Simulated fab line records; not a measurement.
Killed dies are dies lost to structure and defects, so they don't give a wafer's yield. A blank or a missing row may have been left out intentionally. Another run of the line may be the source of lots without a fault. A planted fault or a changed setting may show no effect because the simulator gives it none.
Which tool did it? -- flow n5_finfet -- 27 wafers from 9 lots sampled at 6 of the route's 1938 steps

== WHAT THE GAUGES READ, wafer by wafer ==
N5_BEOL_M1_CD_MEAS_28: target cd y 23.3 nm. Usual: cd_nm at 23.97 nm, with a standard deviation of 0.22.
lot,measured,on,cd_nm (nm),flag
L707,day 7 15:40,cd_sem-03,23.96 23.81 24.13,
L712,day 8 08:35,cd_sem-03,24.01 24.09 24.18,
L714,day 8 22:57,cd_sem-03,24.42 20.17 23.99,OFF
L715,day 9 01:30,cd_sem-01,23.78 23.57 23.71,
L716,day 9 12:31,cd_sem-01,23.82 23.97 23.75,
L717,day 9 18:36,cd_sem-03,19.86 23.89 23.69,OFF
L721,day 10 16:44,cd_sem-03,23.53 23.70 24.08,
L724,day 11 07:43,cd_sem-02,24.14 24.19 23.93,
L725,day 11 12:02,cd_sem-02,24.19 23.74 23.72,

N5_BEOL_M4_RC_MEAS_101. Usual: DIBL_N 35.8 mV/V, standard deviation 1.8; DIBL_P 35.6 mV/V, standard deviation 2; IOFF_N 0.148 nA/um, standard deviation 0.028; IOFF_P 0.20 nA/um, standard deviation 0.034; ION_N 672 uA/um, standard deviation 12; ION_P 462 uA/um, standard deviation 8.5; SS_N 71.2 mV/dec, standard deviation 0.65; SS_P 73.1 mV/dec, standard deviation 0.67; VT_N 251 mV, standard deviation 3.3; VT_P -251 mV, standard deviation 3.8.
lot,measured,on,DIBL_N (mV/V),DIBL_P (mV/V),IOFF_N (nA/um),IOFF_P (nA/um),ION_N (uA/um),ION_P (uA/um),SS_N (mV/dec),SS_P (mV/dec),VT_N (mV),VT_P (mV),flag
L707,day 9 07:14,prober-01,36.3 35.4 36.7,37.7 38.2 37.9,0.161 0.152 0.165,0.19 0.20 0.19,686 674 671,464 463 461,71.5 71.5 71.0,72.9 72.6 73.1,250 252 250,-256 -254 -256,
L712,day 10 02:16,prober-02,34.6 35.9 35.2,34.3 35.7 34.7,0.121 0.136 0.137,0.19 0.21 0.19,663 674 677,457 467 468,70.1 71.3 70.8,73.5 72.8 72.4,253 252 250,-249 -247 -249,
L714,day 10 15:32,prober-01,35.1 34.7,34.7 34.5,0.135 0.150,0.18 0.18,666 697,458 468,71.8 70.6,71.9 72.7,252 248,-251 -251,
L715,day 11 02:08,prober-01,35.6 34.6 34.9,36.3 35.0 35.4,0.158 0.145 0.152,0.21 0.18 0.20,679 681 679,466 462 460,71.1 71.2 71.2,73.5 72.8 73.0,248 251 250,-252 -250 -249,
L716,day 11 07:08,prober-02,39.7 36.7 38.2,38.6 35.2 37.0,0.244 0.162 0.192,0.31 0.25 0.27,677 668 669,467 468 459,73.2 72.6 72.4,74.3 73.2 74.0,245 252 248,-242 -243 -248,
L717,day 11 05:01,prober-01,34.6 34.2,34.7 35.1,0.142 0.134,0.21 0.21,671 673,473 463,70.9 70.0,72.8 72.3,252 249,-251 -251,
L721,day 12 03:19,prober-01,38.5 35.8 35.6,39.8 34.5 36.1,0.191 0.137 0.146,0.25 0.17 0.18,679 663 683,463 454 466,72.1 71.6 71.5,73.7 73.0 73.1,248 252 251,-248 -252 -255,
L724,day 13 02:19,prober-01,38.6 37.8 38.0,41.2 39.5 39.9,0.200 0.181 0.183,0.27 0.24 0.25,678 684 682,464 462 472,72.5 71.2 72.0,74.2 73.9 74.1,245 247 250,-247 -249 -247,
L725,day 13 18:52,prober-02,35.8 38.4 35.3,35.0 37.4 33.1,0.147 0.197 0.138,0.19 0.24 0.18,677 691 682,463 478 464,71.3 71.6 71.0,72.4 72.5 71.9,250 246 254,-248 -247 -250,

== TOOL THAT RAN EACH LOT (tool first, then ch and the chambers of the sampled wafers, then the start) ==
lot,N5_BEOL_M1_STRIP_19,N5_BEOL_M1_EXPOSE_25,N5_BEOL_M1_ETCH_69,N5_BEOL_M1_ETCH_70
L707,"rie_diel-02 ch 1,3, day 7 15:02","euv_scanner-02 ch 0, day 7 15:32","rie_diel-01 ch 0,2, day 7 15:51","rie_diel-02 ch 0,1, day 7 18:19"
L712,"rie_diel-01 ch 0,1,3, day 8 08:11","euv_scanner-02 ch 0, day 8 08:26","rie_diel-04 ch 1,2,3, day 8 08:52","rie_diel-01 ch 0,2,3, day 8 10:43"
L714,"rie_diel-01 ch 0,2,3, day 8 22:34","euv_scanner-02 ch 0, day 8 22:49","rie_diel-02 ch 1,2,3, day 8 23:08","rie_diel-02 ch 1,2,3, day 8 23:31"
L715,"rie_diel-01 ch 0,1,3, day 9 00:59","euv_scanner-01 ch 0, day 9 01:22","rie_diel-02 ch 2,3, day 9 01:41","rie_diel-01 ch 1,2,3, day 9 02:47"
L716,"rie_diel-04 ch 0,1,3, day 9 12:07","euv_scanner-01 ch 0, day 9 12:22","rie_diel-01 ch 1,2, day 9 12:41","rie_diel-02 ch 2,3, day 9 13:06"
L717,"rie_diel-04 ch 0,2,3, day 9 18:05","euv_scanner-02 ch 0, day 9 18:28","rie_diel-01 ch 0,1,2, day 9 18:49","rie_diel-01 ch 0,1,3, day 9 23:26"
L721,"rie_diel-04 ch 0,1,2, day 10 16:13","euv_scanner-01 ch 0, day 10 16:35","rie_diel-04 ch 0,1,3, day 10 16:54","rie_diel-02 ch 0,1,3, day 10 18:30"
L724,"rie_diel-04 ch 0,1,3, day 11 07:19","euv_scanner-01 ch 0, day 11 07:35","rie_diel-02 ch 1,2,3, day 11 07:54","rie_diel-01 ch 0,3, day 11 10:16"
L725,"rie_diel-04 ch 1,3, day 11 11:40","euv_scanner-01 ch 0, day 11 11:54","rie_diel-04 ch 0,1,2, day 11 12:13","rie_diel-01 ch 1,2, day 11 13:44"
- N5_BEOL_M1_STRIP_19: strips in O2.
- N5_BEOL_M1_EXPOSE_25: exposes mask V0, defocus 5 nm, target cd 24 nm.
- N5_BEOL_M1_ETCH_69: etches SiARC in CF4, target depth 15.6 nm, time 26 s.
- N5_BEOL_M1_ETCH_70: etches SOC in N2/H2, target depth 80 nm, overetch 16 nm, time 120 s.

== WHAT THE TOOLS THEMSELVES READ (means of the sampled wafers that have a number; where no wafer has one, the mark that the record gives instead) ==
N5_BEOL_M1_STRIP_19. Usual: drypump_motor_current_A 5.5 A, standard deviation 0.48; oes_product_au 0.80 a.u., standard deviation 0.11; rf_vpp_V 3.6 V, standard deviation 0.45; showerhead_plenum_p_Torr 2.11 Torr, standard deviation 0.071; throttle_valve_pct 16.60 %, standard deviation 0.26.
lot,tool,drypump_motor_current_A (A),oes_product_au (a.u.),rf_vpp_V (V),showerhead_plenum_p_Torr (Torr),throttle_valve_pct (%),flag
L707,rie_diel-02,5.4,0.79,3.5,2.13,16.71,
L712,rie_diel-01,5.7,0.84,3.7,2.15,16.46,
L714,rie_diel-01,5.5,0.74,3.6,2.16,16.70,
L715,rie_diel-01,5.7,0.83,3.6,2.15,16.46,
L716,rie_diel-04,5.5,0.87,3.9,2.06,16.57,
L717,rie_diel-04,5.3,0.83,3.8,2.09,16.65,
L721,rie_diel-04,5.1,0.91,3.6,2.13,16.35,
L724,rie_diel-04,5.4,0.84,3.8,2.06,16.59,
L725,rie_diel-04,5.4,0.87,3.6,2.08,16.50,

N5_BEOL_M1_ETCH_69. Usual: drypump_motor_current_A 5.5 A, standard deviation 0.45; etch_rf_on_time_s 25.6 s, standard deviation 0.71; oes_product_au 0.68 a.u., standard deviation 0.09; rf_vpp_V 184.3 V, standard deviation 1.2; showerhead_plenum_p_Torr 2.16 Torr, standard deviation 0.069; throttle_valve_pct 15.57 %, standard deviation 0.26.
lot,tool,drypump_motor_current_A (A),etch_rf_on_time_s (s),oes_product_au (a.u.),rf_vpp_V (V),showerhead_plenum_p_Torr (Torr),throttle_valve_pct (%),flag
L707,rie_diel-01,5.4,26.0,0.65,184.4,2.17,15.66,
L712,rie_diel-04,5.2,25.6,0.66,183.8,2.17,15.69,
L714,rie_diel-02,5.2,26.0,0.65,183.8,2.16,15.68,
L715,rie_diel-02,5.0,26.6,0.64,183.8,2.12,15.58,
L716,rie_diel-01,5.8,24.9,0.77,183.9,2.11,15.27,
L717,rie_diel-01,5.6,25.3,0.72,184.1,2.15,15.45,
L721,rie_diel-04,5.5,26.0,0.73,183.1,2.10,15.52,
L724,rie_diel-02,5.2,26.0,0.64,183.7,2.15,15.71,
L725,rie_diel-04,5.1,25.2,0.78,184.0,2.19,15.35,

N5_BEOL_M1_ETCH_70. Usual: drypump_motor_current_A 5.4 A, standard deviation 0.46; oes_product_au 0.61 a.u., standard deviation 0.075; rf_vpp_V 524.5 V, standard deviation 2.6; showerhead_plenum_p_Torr 2.57 Torr, standard deviation 0.091; throttle_valve_pct 17.74 %, standard deviation 0.27.
lot,tool,drypump_motor_current_A (A),oes_product_au (a.u.),rf_vpp_V (V),showerhead_plenum_p_Torr (Torr),throttle_valve_pct (%),flag
L707,rie_diel-02,5.9,0.55,526.3,2.62,17.77,
L712,rie_diel-01,5.5,0.57,525.5,2.62,17.84,
L714,rie_diel-02,5.2,0.59,523.9,2.54,17.82,
L715,rie_diel-01,5.7,0.61,523.8,2.55,17.62,
L716,rie_diel-02,5.0,0.62,523.0,2.50,17.88,
L717,rie_diel-01,5.7,0.63,526.0,2.59,17.53,
L721,rie_diel-02,5.7,0.64,525.0,2.57,17.68,
L724,rie_diel-01,5.6,0.55,526.7,2.63,17.74,
L725,rie_diel-01,5.8,0.65,523.1,2.49,17.47,

== THE ANSWER, worked out from the rows above alone ==
Rule: a lot counts as off when the mean over its wafers that have a number is more than 3 standard deviations away from the usual mean. A lot without any number at a reading at which 4 lots or more have one is off too. Where the step has rows for the other lots, those lots are counted as sound. The gauges are gone through in route order, then the tools' own readings, and for those a lot's mean is taken as printed above. At the first step where some lot is off, the reading lying furthest off is the one used; lots without a number count as furthest.
Off at N5_BEOL_M1_CD_MEAS_28 (cd_nm): L714, L717.
A tool fits if, at a process step before that reading, it ran every lot that is off, and no sound lot after the first of them. Gauges at N5_BEOL_M1_CD_MEAS_28: tried the same way as those tools. One fits: euv_scanner-02 at N5_BEOL_M1_EXPOSE_25. A fault onset in the window from L712 (day 8 08:26, its last sound lot) to L714 (day 8 22:49, its first lot off) fits.

== WHAT THE SIMULATOR HAD PUT IN ==
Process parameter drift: euv_scanner-02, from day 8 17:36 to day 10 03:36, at N5_BEOL_M1_EXPOSE_25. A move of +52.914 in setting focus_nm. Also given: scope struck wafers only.
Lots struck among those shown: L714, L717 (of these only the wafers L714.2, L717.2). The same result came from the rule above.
